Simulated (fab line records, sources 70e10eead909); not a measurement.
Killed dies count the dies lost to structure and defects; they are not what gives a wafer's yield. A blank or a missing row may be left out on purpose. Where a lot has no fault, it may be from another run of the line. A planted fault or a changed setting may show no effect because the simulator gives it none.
Chamber matching -- flow nandHarc -- NHARC_A_BONDPAD_DESCUM_11 on rieDiel-05: 4 sister chambers
The step chemistry O2, time 3 s. 4 wafers are shown with their chamber, then 7 later ones without.

WAFERS PAIRED WITH THEIR CHAMBERS
wafer,chamber,drypumpMotorCurrentA (A)
L932.1,0,5.8
L932.6,2,5.3
L931.1,1,6.1
L931.2,3,5.8

WAFERS WITH NO CHAMBER GIVEN
wafer,drypumpMotorCurrentA (A)
L931.6,6.1
L943.1,6.2
L943.5,5.3
L943.6,6.2
L942.1,5.8
L942.2,5.9
L942.3,6.2

WHICH CHAMBER EACH ONE RAN IN
wafer,from the rows above,in truth
L931.6,1,1
L943.1,1,1
L943.5,2,2
L943.6,1,1
L942.1,can't be placed: 0 or 3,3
L942.2,can't be placed: 0 or 3 or 1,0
L942.3,1,1
5 of 7 placed correctly. These rows do not allow placing 2 (true chamber among the candidates in 2). Number placed wrongly: 0.
How it was worked out, from the rows above alone: a wafer's distance from a chamber is the root of the sum, over the readings, of the square of ((its reading less the chamber's mean) divided by the reading's scatter). The wafer belongs to the nearest chamber; if the next one is less than 2 further off, it can't be placed. A chamber's mean is the mean of its shown wafers. The scatter: root of mean squared gap, hidden wafer to nearest shown wafer, with one shown wafer a chamber.
